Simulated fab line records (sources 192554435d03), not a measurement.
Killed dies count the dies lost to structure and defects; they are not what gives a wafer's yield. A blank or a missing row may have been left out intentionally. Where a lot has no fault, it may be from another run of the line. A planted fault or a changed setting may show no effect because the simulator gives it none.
Split-lot trial    flow n5Finfet    route with 1938 steps; 7 lots, 39 wafers read

== ABOUT THE SPLIT ==
At N5_SD_EPI_N_EPI_21 (deposits Si:P, time 690 s), the setting timeS was moved away from the recipe's 690 s on 15 of the 39 wafers read, by -49.5% to +58.7%. All remaining wafers had this setting at the recipe value.

The split's own step is where the reading is taken.

== THE READING ==
Si-P_of_SD_EPI_N_EPI_21.thkNm (the simulator's own value, which no gauge read), in nm, at N5_SD_EPI_N_EPI_21 (deposits Si:P, time 690 s). No usual value for it is given in the file. Average 59.2 nm, standard deviation 0.64 nm, over the 24 wafers here run with the recipe.

wafer   tool, chamber at the split  timeS as run, s  against the recipe  Si-P_of_SD_EPI_N_EPI_21.thkNm, nm  against lot-mates on the recipe
L076.1  epiRpcvd-04, 0              1022             +48.1%              79.2                               +19.7
L076.2  epiRpcvd-04, 0              1022             +48.1%              78.2                               +18.7
L076.3  epiRpcvd-04, 0              1022             +48.1%              79                                 +19.5
L076.4  epiRpcvd-04, 0              690              recipe              59.4                               -
L076.5  epiRpcvd-04, 0              690              recipe              60                                 -
L076.6  epiRpcvd-04, 0              690              recipe              59.2                               -
L077.1  epiRpcvd-04, 0              690              recipe              58.4                               -
L077.2  epiRpcvd-04, 0              859.6            +24.6%              69                                 +10.3
L077.3  epiRpcvd-04, 0              859.6            +24.6%              68.4                               +9.7
L077.5  epiRpcvd-04, 0              859.6            +24.6%              68.4                               +9.7
L077.4  epiRpcvd-04, 0              690              recipe              59                                 -
L077.6  epiRpcvd-04, 0              690              recipe              58.6                               -
L088.1  epiRpcvd-04, 0              690              recipe              58.6                               -
L088.2  epiRpcvd-04, 0              1095             +58.7%              79.8                               +21.0
L088.3  epiRpcvd-04, 0              690              recipe              58.8                               -
L088.4  epiRpcvd-04, 0              1095             +58.7%              80.4                               +21.6
L088.5  epiRpcvd-04, 0              1095             +58.7%              81                                 +22.2
L088.6  epiRpcvd-04, 0              690              recipe              59                                 -
L089.3  epiRpcvd-04, 0              690              recipe              59.2                               -
L089.4  epiRpcvd-04, 0              690              recipe              59                                 -
L089.6  epiRpcvd-04, 0              690              recipe              58.6                               -
L094.1  epiRpcvd-04, 0              690              recipe              60.2                               -
L094.4  epiRpcvd-04, 0              690              recipe              60.2                               -
L094.2  epiRpcvd-04, 0              690              recipe              60.4                               -
L094.3  epiRpcvd-04, 0              690              recipe              59.4                               -
L094.5  epiRpcvd-04, 0              690              recipe              59.6                               -
L094.6  epiRpcvd-04, 0              690              recipe              60.6                               -
L095.1  epiRpcvd-01, 0              391              -43.3%              36                                 -22.9
L095.5  epiRpcvd-01, 0              391              -43.3%              36                                 -22.9
L095.2  epiRpcvd-01, 0              690              recipe              59                                 -
L095.3  epiRpcvd-01, 0              391              -43.3%              36.2                               -22.7
L095.4  epiRpcvd-01, 0              690              recipe              59.2                               -
L095.6  epiRpcvd-01, 0              690              recipe              58.6                               -
L096.1  epiRpcvd-04, 0              690              recipe              58.2                               -
L096.2  epiRpcvd-04, 0              348.7            -49.5%              32.4                               -26.4
L096.3  epiRpcvd-04, 0              348.7            -49.5%              32.2                               -26.6
L096.4  epiRpcvd-04, 0              690              recipe              58.8                               -
L096.5  epiRpcvd-04, 0              690              recipe              59.4                               -
L096.6  epiRpcvd-04, 0              348.7            -49.5%              31.8                               -27.0

FIT RESULTS
A straight line over all 39 wafers: Si-P_of_SD_EPI_N_EPI_21.thkNm changes by +0.45 nm for each +1% of timeS; r = +0.99; the points scatter about the line by 2 nm.
The same after taking each lot's own level away (the mean of its wafers on the recipe; 39 wafers): +0.449 nm for each +1%; r = +0.99; scatter 1.9 nm.
The reading moves by 26 nm for the largest change in timeS, on that fit.
Measured against the standard deviation above, the lots' own levels, which go from 58.67 to 60.07 nm, span 2.2 times it.
So the lot-to-lot level changes the slope little: the two slopes agree.
Check: +25.7 nm against its lot-mates is what the line predicts for one of the wafers moved furthest among these (+58.7%) when that wafer is left out of the fit. It came out at +21 nm against them.

== ADDITIONAL SPLITS CARRIED BY THESE WAFERS ==
These wafers also went through other splits before the reading. Each is held against what the fit with the lots' levels taken away leaves over:
other split on the same wafers  wafers away from the commonest value  r with Si-P_of_SD_EPI_N_EPI_21.thkNm (lot level and that fit taken away)
N5_ZERO_LAYER_PECVD_02 timeS    15                                    +0.00

== THE WHOLE CHAIN: every reading that the file lists as answering this split, in the file's order ==
step                     what it does               reading                                                                         change (the file's fit)                r (the file's)
N5_SD_EPI_N_EPI_21       deposits Si:P, time 690 s  Si-P_of_SD_EPI_N_EPI_21.thkNm (the simulator's own value, which no gauge read)  +0.444 nm for each +1% of the setting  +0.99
N5_SD_EPI_N_EPI_MEAS_23                             thkNm                                                                           withheld for each +1% of the setting   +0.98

== THE FILE'S OWN FIT ==
Si-P_of_SD_EPI_N_EPI_21.thkNm changes by +0.444 nm for each +1% of timeS, r = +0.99.
